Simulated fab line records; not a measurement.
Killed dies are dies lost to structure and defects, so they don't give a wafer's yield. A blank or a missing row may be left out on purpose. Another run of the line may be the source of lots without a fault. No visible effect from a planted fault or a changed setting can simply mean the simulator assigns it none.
Chamber matching :: flow nand-harc :: 3 sister chambers for NHARC_P_M0_DEP_32 on pecvd-04
The step deposits SiCN, target thk 30 nm. 18 wafers are shown with their chamber, then 9 later ones without.

WAFERS WITH THEIR CHAMBER
wafer: L076.2
chamber: 1
heater-power-w (W): 540

wafer: L076.3
chamber: 2
heater-power-w (W): 407

wafer: L076.4
chamber: 2
heater-power-w (W): 409

wafer: L076.1
chamber: 0
heater-power-w (W): 610

wafer: L076.5
chamber: 1
heater-power-w (W): 535

wafer: L076.6
chamber: 0
heater-power-w (W): 609

wafer: L080.3
chamber: 1
heater-power-w (W): 538

wafer: L080.4
chamber: 1
heater-power-w (W): 553

wafer: L080.6
chamber: 2
heater-power-w (W): 403

wafer: L081.1
chamber: 1
heater-power-w (W): 548

wafer: L081.2
chamber: 0
heater-power-w (W): 520

wafer: L081.3
chamber: 2
heater-power-w (W): 385

wafer: L081.4
chamber: 2
heater-power-w (W): 386

wafer: L081.5
chamber: 0
heater-power-w (W): 525

wafer: L081.6
chamber: 1
heater-power-w (W): 562

wafer: L087.1
chamber: 1
heater-power-w (W): 519

wafer: L087.2
chamber: 2
heater-power-w (W): 431

wafer: L087.3
chamber: 0
heater-power-w (W): 583

SIGNATURES (averages over the wafers above)
reading: heater-power-w
chamber 0: 569.40
chamber 1: 542.14
chamber 2: 403.50
scatter within a chamber: 26.4
Rule: for each reading, subtract the chamber's mean from the wafer's reading, divide by that reading's scatter and square the result; add these up over the readings and take the root, which gives the wafer's distance from the chamber. If the next closest chamber is less than 2 further off than the closest, the wafer can't be placed; otherwise it belongs to the closest. How the scatter is found: for the shown wafers, subtract from each reading the mean of its chamber, square and add these, divide the total by (wafers less chambers), then take the root.

WAFERS WITH NO CHAMBER GIVEN
wafer: L092.1
heater-power-w (W): 494

wafer: L092.2
heater-power-w (W): 352

wafer: L092.4
heater-power-w (W): 355

wafer: L093.1
heater-power-w (W): 576

wafer: L093.3
heater-power-w (W): 551

wafer: L093.5
heater-power-w (W): 415

wafer: L096.1
heater-power-w (W): 391

wafer: L096.2
heater-power-w (W): 539

wafer: L096.3
heater-power-w (W): 608

CHAMBER TAKEN BY EACH
wafer: L092.1
from the rows above: can't be placed: 1 or 0 or 2
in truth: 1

wafer: L092.2
from the rows above: 2
in truth: 2

wafer: L092.4
from the rows above: 2
in truth: 2

wafer: L093.1
from the rows above: can't be placed: 0 or 1
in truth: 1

wafer: L093.3
from the rows above: can't be placed: 1 or 0
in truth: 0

wafer: L093.5
from the rows above: 2
in truth: 2

wafer: L096.1
from the rows above: 2
in truth: 2

wafer: L096.2
from the rows above: can't be placed: 1 or 0
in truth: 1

wafer: L096.3
from the rows above: can't be placed: 0 or 1
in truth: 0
Placed correctly: 4 of 9. Unplaceable from these rows: 5, with the true chamber sitting among the candidates in 5. 0 placed wrongly.
